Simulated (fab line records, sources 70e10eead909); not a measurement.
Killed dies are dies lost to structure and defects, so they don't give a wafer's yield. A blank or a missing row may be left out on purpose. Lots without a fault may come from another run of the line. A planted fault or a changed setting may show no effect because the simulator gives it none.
Which tool did it? | flow nand_harc | 11 lots, 33 wafers sampled, at 1 step of a route of 1302

WHAT THE GAUGES READ, wafer by wafer
NHARC_A_ONON_D2_THK_MEAS_02: measures by ellipsometry.
lot  | measured     | on            | thk_nm (nm)
L494 | day 11 23:50 | film_metro-01 | 992 993 994
L495 | day 12 20:44 | film_metro-02 | 1014 1013 1013
L503 | day 15 21:54 | film_metro-01 | 993 995 996
L505 | day 16 19:47 | film_metro-01 | 986 985 986
L511 | day 19 02:18 | film_metro-02 | 1011 1011 1010
L510 | day 19 02:20 | film_metro-01 | 1006 1009 1008
L512 | day 19 19:04 | film_metro-01 | 1000 1001 1001
L513 | day 20 07:39 | film_metro-01 | 984 985 985
L514 | day 20 15:56 | film_metro-02 | 1009 1010 1009
L515 | day 21 00:35 | film_metro-01 | 1002 1001 1002
L517 | day 22 00:20 | film_metro-02 | 1008 1009 1008

WHICH TOOL RAN EACH LOT (tool, then ch and the chambers of the sampled wafers, then the start)
The record holds no process step before these readings.

THE ANSWER, worked out from the rows above alone
Rule: what is usual is taken from the lots themselves. Put in order of their means at a reading, lots are off if they are a third of the lots or fewer, leave a main group of 4 or more, and stand apart from it by a gap of 3 or more times the standard deviation of the main group's means; of several such gaps the widest counts. A main group whose means are all the same, to the digits that the tables above print for the reading, isn't used. A lot without any number at a reading at which 4 lots or more have one is off too. The other lots that the step has rows for count as sound.
No lot is off at any reading shown: from this, nothing can be told.

WHAT THE SIMULATOR HAD PUT IN
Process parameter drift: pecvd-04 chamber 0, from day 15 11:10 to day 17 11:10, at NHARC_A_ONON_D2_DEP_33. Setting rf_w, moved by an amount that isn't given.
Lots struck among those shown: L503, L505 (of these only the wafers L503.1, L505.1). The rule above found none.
